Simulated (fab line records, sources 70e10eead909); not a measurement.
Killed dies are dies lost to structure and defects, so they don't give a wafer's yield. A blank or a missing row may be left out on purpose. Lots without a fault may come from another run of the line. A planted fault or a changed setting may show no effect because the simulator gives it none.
fab line records | flow nand_harc
record lots=6 wafers=18 last_day=33
route steps=1302 shown HYBRID_BOND@1238 THIN_TSV@1244 END@1302
lots that met no fault: from a run of the same line without faults
start_h: hours from the record's first day to the start of the lot's first wafer shown | wait_h: hours since the lot's step before | " the same as in the row above | L1.1+2: a row that stands for several wafers | - no value, or no start given | * or withheld: withheld | < > ~ a bound
route shown NAME@n: a module of which the file shows steps, and the number in the route of the first | usual: mean/standard deviation of fault-free wafers | same: alike in all rows | chamber/n: place in a boat | sites: the reading at each site | _std_site: their standard deviation | _edge_site: outer sites' mean less inner sites' | radius_mm: how far each site lies from the wafer's centre | mask NAME#n: copy n | behind: the tool/chamber that last shaped the wafer | hold: why the lot was held/for how many hours/how that ended | device: the transistor (n, p or np) that didn't switch | end of line: the same wafers' tests at the end of the route | a step without rows: its recipe alone | killed: dies lost to structure and defects at the first sort, not the wafer's yield | map: a wafer's dies, x killed, . not, _ none there
set.NAME: the setting as run; set.NAME@STEP: as run at that earlier step | model.NAME: the simulator's own value behind a step, which no gauge read
lots at some steps of the route; a table a step, a row a wafer
services: from which hour (start_h, from the record's first day; less than 0 if before it) a tool's chamber was out of use, for how many hours, and why
## steps
# step NHARC_HYBRID_BOND_PRECLEAN_01
# recipe time_s=300 temp_c=23 chemistry=DIW
# step NHARC_HYBRID_BOND_SRD_02
# recipe time_s=30 temp_c=23 dry_time_s=20 spin_rpm=1500
# step NHARC_HYBRID_BOND_BOND_03
# recipe temp_c=25
# step NHARC_HYBRID_BOND_ANNEAL_04
# recipe temp_c=300 time_s=7200 ramp_up_c_per_min=5 ramp_down_c_per_min=3 idle_temp_c=100 pressure_atm=1
# step NHARC_HYBRID_BOND_OVL_MEAS_05
# usual overlay_x_nm=0/31 overlay_y_nm=-2/34
# columns lot.wafer tool chamber start_h wait_h overlay_x_nm overlay_y_nm
L499.1 overlay-01 - 569.34 0.4 -19 -8
L499.2 " - " " 30 -9
L499.5 " - " " 29 -9
L506.1 overlay-01 - 616.96 0.4 31 -51
L506.2 " - " " 5 10
L506.6 " - " " 15 -8
L510.3 overlay-02 - 669.08 0.4 11 51
L510.5 " - " " 6 -24
L510.6 " - " " 0 51
L514.1 overlay-01 - 696.26 0.4 -31 9
L514.2 " - " " -27 -68
L514.5 " - " " 31 -31
L520.1 overlay-01 - 770.43 0.4 -9 40
L520.3 " - " " 18 10
L520.4 " - " " 40 -34
L521.1 overlay-02 - 770.43 0.4 -17 -38
L521.4 " - " " -5 41
L521.6 " - " " -17 14
# step NHARC_HYBRID_BOND_INSPECT_06
# recipe inspect_instrument=ir_void
# usual raw_defect_count=88/41
# columns lot.wafer tool chamber start_h wait_h raw_defect_count
L499.1 defect_inspect-02 - 569.40 0.0 141
L499.2 " - " " 156
L499.5 " - " " 162
L506.1 defect_inspect-01 - 617.02 0.0 80
L506.2 " - " " 81
L506.6 " - " " 97
L510.3 defect_inspect-02 - 669.14 0.1 20
L510.5 " - " " 27
L510.6 " - " " 19
L514.1 defect_inspect-01 - 696.31 0.0 124
L514.2 " - " " 95
L514.5 " - " " 117
L521.1 defect_inspect-02 - 770.48 0.0 140
L521.4 " - " " 132
L521.6 " - " " 143
L520.1 defect_inspect-01 - 770.48 0.0 58
L520.3 " - " " 41
L520.4 " - " " 37
# step NHARC_THIN_TSV_GRIND_00
# recipe target_thk_um=6
# step NHARC_THIN_TSV_CMP_01
# recipe target_thk_um=3
# step NHARC_THIN_TSV_THK_MEAS_02
# recipe thk_meas_gauge=ir
# usual thk_nm=3026/190
# columns lot.wafer tool chamber start_h wait_h thk_nm
L499.1 film_metro-01 - 571.04 - 2915
L499.2 " - " " 2963
L499.5 " - " " 2945
L506.1 film_metro-01 - 619.84 - 2891
L506.2 " - " " 3135
L506.6 " - " " 2970
L510.3 film_metro-02 - 670.77 - 3126
L510.5 " - " " 3068
L510.6 " - " " 2876
L514.1 film_metro-01 - 699.16 0.2 3143
L514.2 " - " " 3041
L514.5 " - " " 3242
L521.1 film_metro-01 - 772.12 - 3282
L521.4 " - " " 3054
L521.6 " - " " 3172
L520.1 film_metro-01 - 773.30 - 3135
L520.3 " - " " 3391
L520.4 " - " " 3417
# step NHARC_THIN_TSV_SRD_03
# step NHARC_THIN_TSV_PRECLEAN_41
# recipe time_s=* temp_c=50 bath_age_min=0 chemistry=SC1
# step NHARC_THIN_TSV_SRD_42
# step NHARC_THIN_TSV_DEP_43
# recipe target_thk_a=13285 temp_c=withheld pressure_torr=6.5 rf_w=900 teos_flow_sccm=161.4 flow_sccm=2650 target_thk_nm=1328.5 gas=O2 material=SiO2
# usual flow_sccm=2649/7.8 throttle_valve_pct=16.3/0.5
# columns lot.wafer tool chamber start_h wait_h flow_sccm since_wet_clean_h throttle_valve_pct
L499.2 pecvd-01 2 571.31 - 2643 66 16.6
L499.1 " 0 " " 2639 66 16.2
L499.5 " 0 " " 2640 - 15.9
L506.2 pecvd-03 0 620.06 - 2641 60 16.0
L506.1 " 2 " " 2649 60 16.7
L506.6 " 0 " " 2658 - 16.3
L510.3 pecvd-01 2 671.03 - 2654 166 16.7
L510.6 " 1 " " 2653 - 16.0
L510.5 " 0 " " 2646 - 16.1
L514.2 pecvd-01 1 699.42 - 2651 13 15.6
L514.1 " 2 " " 2637 13 17.2
L514.5 " 0 " " 2659 - 16.3
L521.1 pecvd-01 1 772.35 - 2652 86 15.6
L521.6 " 2 " " 2653 - 17.4
L521.4 " 0 " " 2648 - 16.3
L520.1 pecvd-03 2 773.52 - 2653 33 16.8
L520.3 " 1 " " 2650 33 16.1
L520.4 " 1 " " 2655 - 16.3
# step NHARC_THIN_TSV_DEHYDRATE_04
# recipe temp_c=150 time_s=120
# step NHARC_THIN_TSV_HMDS_05
# recipe time_s=30
# step NHARC_THIN_TSV_COAT_06
# recipe spin_rpm=*
# step NHARC_THIN_TSV_SOFTBAKE_07
# recipe temp_c=122 time_s=95
# step NHARC_THIN_TSV_EBR_08
# step NHARC_THIN_TSV_EXPOSE_09
# recipe na=0.55 dose_mj=30.7 mask_id=TSV
# step NHARC_THIN_TSV_PEB_10
# recipe peb_temp_c=118 peb_time_s=85
# step NHARC_THIN_TSV_DEVELOP_11
# recipe time_s=70
# step NHARC_THIN_TSV_CD_MEAS_12
# recipe target_cd_nm=1000 landing_energy_ev=500
# usual cd_nm=1000.0/2.1
# columns lot.wafer tool chamber start_h wait_h cd_nm
L499.1 cd_sem-03 0 572.15 - 1001.3
L499.2 " 0 " " 1000.4
L499.5 " 0 " " 1001.7
L506.1 cd_sem-02 0 620.89 - 1000.0
L506.2 " 0 " " 1003.0
L506.6 " 0 " " 1001.9
L510.3 cd_sem-02 0 671.82 - 1000.1
L510.5 " 0 " " 997.0
L510.6 " 0 " " 998.1
L514.1 cd_sem-01 0 700.09 - 1003.0
L514.2 " 0 " " 1000.6
L514.5 " 0 " " 1003.5
L521.1 cd_sem-03 0 773.05 - 998.0
L521.4 " 0 " " 995.6
L521.6 " 0 " " 998.3
L520.1 cd_sem-03 0 774.23 - 998.9
L520.3 " 0 " " 1001.6
L520.4 " 0 " " 1002.2
# step NHARC_THIN_TSV_HARDBAKE_13
# recipe temp_c=125 time_s=80
# step NHARC_THIN_TSV_DESCUM_14
# recipe time_s=3 o2_flow_sccm=200 ar_flow_sccm=0 bias_power_w=0 chemistry=O2
# step NHARC_THIN_TSV_ETCH_44
# recipe target_depth_a=15942 time_s=797.1 cf4_flow_sccm=150 o2_flow_sccm=10 ar_flow_sccm=0 rf_w=300 bias_w=800 chemistry=CF4/O2
# step NHARC_THIN_TSV_ETCH_15
# recipe target_depth_a=30000 bosch_target_overetch_cycles=2 bosch_etch_step_s=2.8 bosch_dep_step_s=1.2 bosch_cycles=14
# usual drypump_motor_current_A=5.5/0.46
# columns lot.wafer tool chamber start_h wait_h drypump_motor_current_A rf_hours_counter_h
L499.2 rie_si-02 3 572.96 - 5.5 0.9
L499.1 " 2 " " 5.9 0.8
L499.5 " 0 " " 6.5 -
L506.2 rie_si-02 0 621.71 - 6.5 1.2
L506.1 " 1 " " 5.0 1.0
L506.6 " 0 " " 6.5 -
L510.3 rie_si-02 3 672.66 - 5.5 0.2
L510.6 " 0 " " 6.5 -
L510.5 " 1 " " 5.0 -
L514.1 rie_si-02 1 700.90 - 5.0 0.5
L514.2 " 2 " " 5.8 0.4
L514.5 " 1 " " 5.0 -
L521.4 rie_si-02 1 773.88 - 5.0 0.9
L521.1 " 3 " " 5.5 0.8
L521.6 " 0 " " 6.5 -
L520.1 rie_si-04 2 775.06 - 5.8 0.3
L520.4 " 3 " " 5.0 0.4
L520.3 " 0 " " 5.5 0.4
# step NHARC_THIN_TSV_CD_MEAS_16
# usual cd_nm=1000.3/2.1
# columns lot.wafer tool chamber start_h wait_h cd_nm
L499.1 cd_sem-01 - 573.11 0.1 1001.3
L499.2 " - " " 999.8
L499.5 " - " " 1001.0
L506.1 cd_sem-03 - 621.84 0.1 1001.4
L506.2 " - " " 1003.0
L506.6 " - " " 1003.7
L510.3 cd_sem-02 - 672.78 0.1 999.1
L510.5 " - " " 997.4
L510.6 " - " " 998.6
L514.1 cd_sem-03 - 701.05 0.1 1003.4
L514.2 " - " " 1001.0
L514.5 " - " " 1003.9
L521.1 cd_sem-03 - 774.01 0.1 997.5
L521.4 " - " " 995.5
L521.6 " - " " 998.2
L520.1 cd_sem-02 - 775.19 0.1 998.4
L520.3 " - " " 1001.7
L520.4 " - " " 1001.5
# step NHARC_THIN_TSV_STRIP_45
# recipe power_w=1500 temp_c=250 chemistry=O2
# step NHARC_THIN_TSV_STRIP_46
# recipe time_s=1200 temp_c=72.5 chemistry=post_etch_residue_remover
# step NHARC_THIN_TSV_DEP_47
# recipe target_thk_a=2000 temp_c=withheld pressure_torr=6.5 rf_w=900 teos_flow_sccm=161.4 flow_sccm=2650 target_thk_nm=200 gas=O2 material=SiO2
# usual flow_sccm=2651/7.7 throttle_valve_pct=16.2/0.45
# columns lot.wafer tool chamber start_h wait_h flow_sccm since_wet_clean_h throttle_valve_pct
L499.1 pecvd-02 1 573.98 - 2641 153 15.7
L499.2 " 2 " " 2643 153 16.0
L499.5 " 2 " " 2656 - 16.1
L506.1 pecvd-03 0 622.77 - 2639 63 16.0
L506.2 " 1 " " 2657 63 16.4
L506.6 " 2 " " 2646 - 16.8
L510.3 pecvd-02 0 673.89 - 2654 72 16.4
L510.5 " 2 " " 2648 - 15.6
L510.6 " 1 " " 2652 - 15.7
L514.2 pecvd-03 0 701.97 - 2658 142 15.9
L514.1 " 1 " " 2659 142 16.7
L514.5 " 1 " " 2659 - 16.6
L521.1 pecvd-01 2 775.04 - 2659 89 17.3
L521.4 " 1 " " 2656 - 16.0
L521.6 " 2 " " 2667 - 17.2
L520.3 pecvd-01 1 776.06 - 2660 90 15.7
L520.1 " 2 " " 2656 90 17.4
L520.4 " 2 " " 2659 - 17.6
# step NHARC_THIN_TSV_ETCHBACK_48
# recipe target_depth_a=10285 over_etch_frac=0.3 time_s=405.17 ion_energy_ev=250 c4f8_flow_sccm=withheld ar_flow_sccm=withheld rf_w=600 bias_w=300 chemistry=C4F8/Ar
# step NHARC_THIN_TSV_STRIP_62
# recipe power_w=1500 temp_c=250 time_s=20 chemistry=N2/H2
# step NHARC_THIN_TSV_DEGAS_49
# recipe temp_c=300 time_s=120
# usual heater_power_w=461/51
# columns lot.wafer tool chamber start_h wait_h heater_power_w
L499.1 pvd_sputter-01 - 574.90 0.1 501
L499.2 " - " " 347
L499.5 " - " " 493
L506.2 pvd_sputter-01 - 623.66 0.1 486
L506.1 " - " " 348
L506.6 " - " " 484
L510.3 pvd_sputter-03 - 674.81 0.1 489
L510.5 " - " " 509
L510.6 " - " " 450
L514.1 pvd_sputter-03 - 702.87 0.2 474
L514.2 " - " " 507
L514.5 " - " " 478
L521.1 pvd_sputter-02 - 775.95 0.2 482
L521.4 " - " " 487
L521.6 " - " " 469
L520.1 pvd_sputter-02 - 776.99 0.1 472
L520.3 " - " " 477
L520.4 " - " " 475
# step NHARC_THIN_TSV_PRE_CLEAN_50
# recipe time_s=30 temp_c=280 gas=H2/He
# usual heater_power_w=404/46
# columns lot.wafer tool chamber start_h wait_h heater_power_w
L499.1 pvd_sputter-01 - - - 309
L499.2 " - " " 338
L499.5 " - " " 440
L506.1 pvd_sputter-01 - - - 310
L506.2 " - " " 415
L506.6 " - " " 443
L510.3 pvd_sputter-03 - - - 443
L510.5 " - " " 449
L510.6 " - " " 387
L514.1 pvd_sputter-03 - - - 433
L514.2 " - " " 391
L514.5 " - " " 416
L521.4 pvd_sputter-02 - - - 419
L521.1 " - " " 400
L521.6 " - " " 396
L520.4 pvd_sputter-02 - - - 401
L520.3 " - " " 420
L520.1 " - " " 425
# step NHARC_THIN_TSV_PVD_19
# recipe target_thk_a=200 chamber_pressure_pa=5 material=TaN
# step NHARC_THIN_TSV_PVD_51
# recipe target_thk_a=1000 chamber_pressure_pa=5 material=Cu
# step NHARC_THIN_TSV_ECD_20
# recipe target_thk_a=20000 material=Cu
# step NHARC_THIN_TSV_ANNEAL_52
# recipe temp_c=225 time_s=90
# step NHARC_THIN_TSV_CMP_21
# recipe t_overpolish_s=30 target_thk_nm=2000
# usual motor_current_A=12.5/1.3 overpolish_run_s=30.000/0.0093
# columns lot.wafer tool chamber start_h wait_h motor_current_A overpolish_run_s
L499.2 cmp-03 3 576.44 - 12.3 29.992
L499.1 " 0 " " 11.7 30.013
L499.5 " 3 " " 12.7 29.996
L506.1 cmp-03 1 625.20 - 11.2 30.010
L506.2 " 2 " " 14.4 30.003
L506.6 " 1 " " 12.1 30.013
L510.3 cmp-03 0 676.36 - 12.1 29.989
L510.6 " 2 " " 15.2 30.018
L510.5 " 3 " " 12.7 30.000
L514.2 cmp-02 1 704.39 - 13.5 30.015
L514.1 " 3 " " 10.5 29.985
L514.5 " 2 " " 14.5 30.006
L521.4 cmp-02 1 777.63 - 13.0 29.991
L521.1 " 2 " " 13.3 29.999
L521.6 " 1 " " 12.4 30.014
L520.4 cmp-04 3 778.84 - 12.3 30.005
L520.3 " 0 " " 13.4 30.010
L520.1 " 1 " " 11.5 30.001
# step NHARC_THIN_TSV_SRD_23
# step NHARC_THIN_TSV_DEGAS_53
# recipe temp_c=300 time_s=60
# step NHARC_END_SORT_01
# recipe temp_c=25
# usual defect_limited_yield=91/3 killed_at_array=54/21 killed_at_other=1.0/1.2 killed_at_periphery=3.6/2.6 killed_dies=58/20 killed_open=3.3/1.9 killed_short=2.6/1.5 sort_bin_2_pct=3.1/1.4 sort_bin_3_pct=0.6/0.37 sort_bin_4_pct=4.9/1.6 sort_n_pass=619/20 sort_rim_yield_pct=91/4.3 sort_yield_pct=91/3
# same gross_dies=677 sort_bin_5_pct[%]=0 sort_bin_6_pct[%]=0 sort_bin_7_pct[%]=0 sort_bin_8_pct[%]=0 sort_rim_n_gross=106.00
# columns lot.wafer tool chamber start_h wait_h defect_limited_yield[%] killed_at_array killed_at_other killed_at_periphery killed_dies killed_open killed_short sort_bin_2_pct[%] sort_bin_3_pct[%] sort_bin_4_pct[%] sort_n_pass sort_rim_yield_pct[%] sort_yield_pct[%]
L499.1 prober-02 0 587.01 2.5 88 74 4 3 81 3 5 5.2 0.4 6.4 596 89 88
L499.2 prober-02 0 587.80 2.8 85 96 0 3 99 2 1 5.8 0.1 8.7 578 91 85
L499.5 prober-02 0 590.18 3.7 86 89 0 4 93 5 3 5.5 0.9 7.4 584 95 86
L506.1 prober-02 0 634.73 2.5 94 34 0 6 40 3 5 1.6 0.3 4.0 637 88 94
L506.2 prober-02 0 635.53 2.8 94 42 0 2 44 0 1 2.8 0.3 3.4 633 91 94
L506.6 prober-02 0 638.70 4.0 91 58 0 4 62 6 5 3.1 0.4 5.6 615 87 91
L510.3 prober-02 0 689.03 3.1 0 18 658 1 677 0 3 98.4 0.1 1.5 0 0 0
L510.5 prober-02 0 690.65 3.7 96 21 0 4 25 4 3 1.2 0 2.5 652 99 96
L510.6 prober-02 0 691.46 4.0 96 22 1 1 24 5 2 0.4 0.1 3.0 653 99 96
L514.1 prober-02 0 714.25 2.5 0 65 604 8 677 2 1 91.9 0.6 7.5 0 0 0
L514.2 prober-02 0 715.04 2.8 0 59 615 3 677 5 2 94.4 0.9 4.7 0 0 0
L514.5 prober-02 0 717.42 3.7 88 76 1 6 83 3 0 5.2 0.7 6.4 594 93 88
L520.1 prober-01 0 788.25 2.5 94 36 0 6 42 0 2 2.5 0.1 3.5 635 93 94
L520.3 prober-01 0 789.82 3.1 95 28 2 2 32 3 2 1.8 0 3.0 645 92 95
L520.4 prober-01 0 790.60 3.4 94 36 0 3 39 2 3 1.5 0.1 4.1 638 96 94
L521.1 prober-02 0 788.25 2.5 91 56 0 5 61 1 5 4.0 0.6 4.4 616 87 91
L521.4 prober-02 0 790.67 3.4 91 57 1 1 59 3 1 3.0 0.7 5.0 618 86 91
L521.6 prober-02 0 792.28 4.0 88 77 1 4 82 2 4 4.3 0.7 7.1 595 81 88
# killed by level:class
L499.1 A_CHANNEL_HOLE_D2:chamber_film_flake=29 A_CHANNEL_HOLE_D1:chamber_film_flake=20 A_SLIT:chamber_film_flake=15 A_CONTACT:chamber_film_flake=3 THIN_TSV:chamber_film_flake=3 A_CHANNEL_HOLE_D2:geometric_particle:short=2 A_WL_FILL:geometric_particle:open=2 P_GATE:geometric_particle:short=1
L499.2 A_CHANNEL_HOLE_D2:chamber_film_flake=33 A_CHANNEL_HOLE_D1:chamber_film_flake=26 A_SLIT:chamber_film_flake=24 A_DECK1_JOINT:chamber_film_flake=3 A_CONTACT:chamber_film_flake=3 A_STAIRCASE:chamber_film_flake=2 A_WL_FILL:chamber_film_flake=2 P_GATE:geometric_particle:open=1
L499.5 A_CHANNEL_HOLE_D2:chamber_film_flake=33 A_CHANNEL_HOLE_D1:chamber_film_flake=24 A_SLIT:chamber_film_flake=21 A_CONTACT:chamber_film_flake=4 P_M0:chamber_film_flake=2 P_M0:geometric_particle:open=1 P_M1:geometric_particle:short=1 A_ONON_D1:geometric_particle:open=1
L506.1 A_SLIT:chamber_film_flake=9 A_CHANNEL_HOLE_D2:chamber_film_flake=7 A_STAIRCASE:chamber_film_flake=6 P_GATE:chamber_film_flake=5 A_CHANNEL_HOLE_D1:chamber_film_flake=3 P_CONTACT:geometric_particle:open=1 A_ONON_D1:geometric_particle:short=1 A_CHANNEL_FILL_D1:geometric_particle:short=1
L506.2 A_SLIT:chamber_film_flake=28 A_CHANNEL_HOLE_D2:chamber_film_flake=6 P_GATE:chamber_film_flake=2 A_CHANNEL_HOLE_D1:chamber_film_flake=2 A_CONTACT:chamber_film_flake=2 A_M1:geometric_particle:short=1 A_CHANNEL_FILL_D2:chamber_film_flake=1 A_STAIRCASE:chamber_film_flake=1
L506.6 A_SLIT:chamber_film_flake=29 A_CHANNEL_HOLE_D2:chamber_film_flake=14 A_WL_FILL:geometric_particle:open=2 A_M0:geometric_particle:open=2 P_GATE:chamber_film_flake=2 A_CHANNEL_HOLE_D1:chamber_film_flake=2 A_STAIRCASE:chamber_film_flake=2 P_GATE:geometric_particle:open=1
L510.3 THIN_TSV:area_dep=657 A_CHANNEL_HOLE_D1:chamber_film_flake=6 A_WL_FILL:chamber_film_flake=5 A_CHANNEL_FILL_D2:chamber_film_flake=2 A_DECK1_JOINT:geometric_particle:short=1 A_ONON_D2:geometric_particle:short=1 A_M0:geometric_particle:short=1 P_GATE:chamber_film_flake=1
L510.5 A_CHANNEL_HOLE_D1:chamber_film_flake=5 A_WL_FILL:chamber_film_flake=4 A_STAIRCASE:chamber_film_flake=3 A_ONON_D1:geometric_particle:short=2 A_SLIT:chamber_film_flake=2 P_GATE:geometric_particle:open=1 P_M0:geometric_particle:open=1 A_ONON_D1:geometric_particle:open=1
L510.6 A_CHANNEL_HOLE_D1:chamber_film_flake=6 A_WL_FILL:chamber_film_flake=5 A_ONON_D2:geometric_particle:open=2 A_SLIT:chamber_film_flake=2 P_M1:geometric_particle:short=1 A_CHANNEL_HOLE_D2:geometric_particle:short=1 A_CHANNEL_FILL_D2:geometric_particle:open=1 A_M0:geometric_particle:open=1
L514.1 THIN_TSV:area_dep=603 A_CHANNEL_HOLE_D1:chamber_film_flake=29 A_CHANNEL_HOLE_D2:chamber_film_flake=16 P_STI:chamber_film_flake=5 A_CONTACT:chamber_film_flake=5 A_SLIT:chamber_film_flake=4 A_BLC:chamber_film_flake=4 P_CONTACT:chamber_film_flake=3
L514.2 THIN_TSV:area_dep=614 A_CHANNEL_HOLE_D1:chamber_film_flake=27 A_CHANNEL_HOLE_D2:chamber_film_flake=11 A_CONTACT:chamber_film_flake=6 A_ONON_D2:geometric_particle:open=3 A_DECK1_JOINT:chamber_film_flake=2 A_BLC:chamber_film_flake=2 A_STAIRCASE:chamber_film_flake=2
L514.5 A_CHANNEL_HOLE_D1:chamber_film_flake=29 A_CHANNEL_HOLE_D2:chamber_film_flake=27 A_CONTACT:chamber_film_flake=7 P_STI:chamber_film_flake=4 A_SLIT:chamber_film_flake=3 A_BLC:chamber_film_flake=3 A_STAIRCASE:chamber_film_flake=2 P_CONTACT:geometric_particle:open=1
L520.1 A_CHANNEL_HOLE_D1:chamber_film_flake=20 A_SLIT:chamber_film_flake=5 P_ZERO_WELL:chamber_film_flake=3 A_CONTACT:chamber_film_flake=3 A_STAIRCASE:chamber_film_flake=3 P_GATE:chamber_film_flake=2 A_DECK1_JOINT:chamber_film_flake=2 A_ONON_D2:geometric_particle:short=1
L521.1 A_CHANNEL_HOLE_D1:chamber_film_flake=19 A_SLIT:chamber_film_flake=12 A_CHANNEL_HOLE_D2:chamber_film_flake=10 A_CONTACT:chamber_film_flake=8 P_GATE:geometric_particle:short=2 A_DECK1_JOINT:chamber_film_flake=2 A_CHANNEL_FILL_D1:geometric_particle:short=1 A_CHANNEL_FILL_D1:geometric_particle:open=1
L520.3 A_CHANNEL_HOLE_D1:chamber_film_flake=11 A_CONTACT:chamber_film_flake=6 A_SLIT:chamber_film_flake=5 P_M1:geometric_particle:open=1 A_CHANNEL_HOLE_D1:geometric_particle:short=1 A_CHANNEL_FILL_D1:geometric_particle:open=1 A_WL_FILL:geometric_particle:short=1 P_ZERO_WELL:chamber_film_flake=1
L520.4 A_CHANNEL_HOLE_D1:chamber_film_flake=15 A_SLIT:chamber_film_flake=9 A_DECK1_JOINT:chamber_film_flake=3 P_GATE:chamber_film_flake=2 A_CONTACT:chamber_film_flake=2 P_CONTACT:geometric_particle:open=1 A_DECK1_JOINT:geometric_particle:open=1 A_ONON_D2:geometric_particle:short=1
L521.4 A_CHANNEL_HOLE_D2:chamber_film_flake=20 A_CHANNEL_HOLE_D1:chamber_film_flake=15 A_SLIT:chamber_film_flake=10 A_CONTACT:chamber_film_flake=6 A_DECK1_JOINT:geometric_particle:open=2 A_ONON_D1:geometric_particle:open=1 A_CHANNEL_FILL_D2:geometric_particle:short=1 P_ZERO_WELL:chamber_film_flake=1
L521.6 A_CHANNEL_HOLE_D2:chamber_film_flake=25 A_SLIT:chamber_film_flake=20 A_CHANNEL_HOLE_D1:chamber_film_flake=13 A_CONTACT:chamber_film_flake=13 A_ONON_D1:geometric_particle:short=2 P_M1:chamber_film_flake=2 A_STAIRCASE:chamber_film_flake=2 P_GATE:geometric_particle:open=1
# map L510.3 (x killed, . not)
____________x____________
_________xxxxxxx_________
_______xxxxxxxxxxx_______
______xxxxxxxxxxxxx______
_____xxxxxxxxxxxxxxx_____
____xxxxxxxxxxxxxxxxx____
____xxxxxxxxxxxxxxxxx____
___xxxxxxxxxxxxxxxxxxx___
___xxxxxxxxxxxxxxxxxxx___
__xxxxxxxxxxxxxxxxxxxxx__
__xxxxxxxxxxxxxxxxxxxxx__
_xxxxxxxxxxxxxxxxxxxxxxx_
_xxxxxxxxxxxxxxxxxxxxxxx_
_xxxxxxxxxxxxxxxxxxxxxxx_
_xxxxxxxxxxxxxxxxxxxxxxx_
_xxxxxxxxxxxxxxxxxxxxxxx_
xxxxxxxxxxxxxxxxxxxxxxxxx
xxxxxxxxxxxxxxxxxxxxxxxxx
xxxxxxxxxxxxxxxxxxxxxxxxx
xxxxxxxxxxxxxxxxxxxxxxxxx
xxxxxxxxxxxxxxxxxxxxxxxxx
_xxxxxxxxxxxxxxxxxxxxxxx_
_xxxxxxxxxxxxxxxxxxxxxxx_
_xxxxxxxxxxxxxxxxxxxxxxx_
_xxxxxxxxxxxxxxxxxxxxxxx_
_xxxxxxxxxxxxxxxxxxxxxxx_
__xxxxxxxxxxxxxxxxxxxxx__
__xxxxxxxxxxxxxxxxxxxxx__
___xxxxxxxxxxxxxxxxxxx___
___xxxxxxxxxxxxxxxxxxx___
____xxxxxxxxxxxxxxxxx____
____xxxxxxxxxxxxxxxxx____
_____xxxxxxxxxxxxxxx_____
______xxxxxxxxxxxxx______
_______xxxxxxxxxxx_______
_________xxxxxxx_________
____________x____________
# map L514.1 (x killed, . not)
____________x____________
_________xxxxxxx_________
_______xxxxxxxxxxx_______
______xxxxxxxxxxxxx______
_____xxxxxxxxxxxxxxx_____
____xxxxxxxxxxxxxxxxx____
____xxxxxxxxxxxxxxxxx____
___xxxxxxxxxxxxxxxxxxx___
___xxxxxxxxxxxxxxxxxxx___
__xxxxxxxxxxxxxxxxxxxxx__
__xxxxxxxxxxxxxxxxxxxxx__
_xxxxxxxxxxxxxxxxxxxxxxx_
_xxxxxxxxxxxxxxxxxxxxxxx_
_xxxxxxxxxxxxxxxxxxxxxxx_
_xxxxxxxxxxxxxxxxxxxxxxx_
_xxxxxxxxxxxxxxxxxxxxxxx_
xxxxxxxxxxxxxxxxxxxxxxxxx
xxxxxxxxxxxxxxxxxxxxxxxxx
xxxxxxxxxxxxxxxxxxxxxxxxx
xxxxxxxxxxxxxxxxxxxxxxxxx
xxxxxxxxxxxxxxxxxxxxxxxxx
_xxxxxxxxxxxxxxxxxxxxxxx_
_xxxxxxxxxxxxxxxxxxxxxxx_
_xxxxxxxxxxxxxxxxxxxxxxx_
_xxxxxxxxxxxxxxxxxxxxxxx_
_xxxxxxxxxxxxxxxxxxxxxxx_
__xxxxxxxxxxxxxxxxxxxxx__
__xxxxxxxxxxxxxxxxxxxxx__
___xxxxxxxxxxxxxxxxxxx___
___xxxxxxxxxxxxxxxxxxx___
____xxxxxxxxxxxxxxxxx____
____xxxxxxxxxxxxxxxxx____
_____xxxxxxxxxxxxxxx_____
______xxxxxxxxxxxxx______
_______xxxxxxxxxxx_______
_________xxxxxxx_________
____________x____________
## services
# columns tool chamber start_h hours kind
pecvd-02 - 551.95 0.9 repair
cmp-03 - 554.10 4.0 pm
pecvd-02 - 560.78 1.1 repair
pvd_sputter-01 - 566.03 1.9 repair
pvd_sputter-01 - 582.06 10.0 pm
pecvd-02 - 589.11 13.0 pm
rie_si-02 1 589.36 14.3 repair
pvd_sputter-01 - 599.46 2.5 repair
pecvd-02 2 616.48 5.6 repair
rie_si-02 - 631.00 9.0 pm
pvd_sputter-02 - 638.00 10.0 pm
pecvd-03 0 639.66 12.8 repair
cmp-03 - 652.10 4.0 pm
pecvd-03 1 655.42 14.6 repair
pecvd-01 - 673.06 13.0 pm
pvd_sputter-03 - 704.09 10.0 pm
rie_si-02 - 704.70 0.9 repair
pvd_sputter-02 - 708.94 1.9 repair
pecvd-03 - 728.00 13.0 pm
pvd_sputter-02 - 739.53 3.7 repair
cmp-03 - 740.48 2.3 repair
cmp-03 - 750.10 4.0 pm
pvd_sputter-01 - 760.06 10.0 pm
pecvd-01 0 767.37 3.0 repair
## key
first_sign step=NHARC_END_SORT_01 reading=killed_at_other direction=up sigmas=99+ usual=1.0 struck=625.7
effect step=NHARC_END_SORT_01 reading=sort_bin_2_pct direction=up sigmas=68 usual=3.1 struck=94.9
more_kills_born_at NHARC_THIN_TSV_DEP_43@pecvd-01=1874
met_at NHARC_THIN_TSV_DEP_43
struck_wafers L510.3,L514.1,L514.2
later_rows_left_out L510.3,L514.1,L514.2
onset_between 571.31 671.03
fault kind=process_parameter_drift tool=pecvd-01 chamber=- onset_h=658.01 steps=NHARC_THIN_TSV_DEP_43 channel=target_thk_a offset=* shape=step end_h=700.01 scope=struck_wafers_only acts_in=* stated=*
# later_rows_left_out: the simulator's readings of these wafers behind a module that went badly wrong aren't trusted and aren't shown, but for the sort
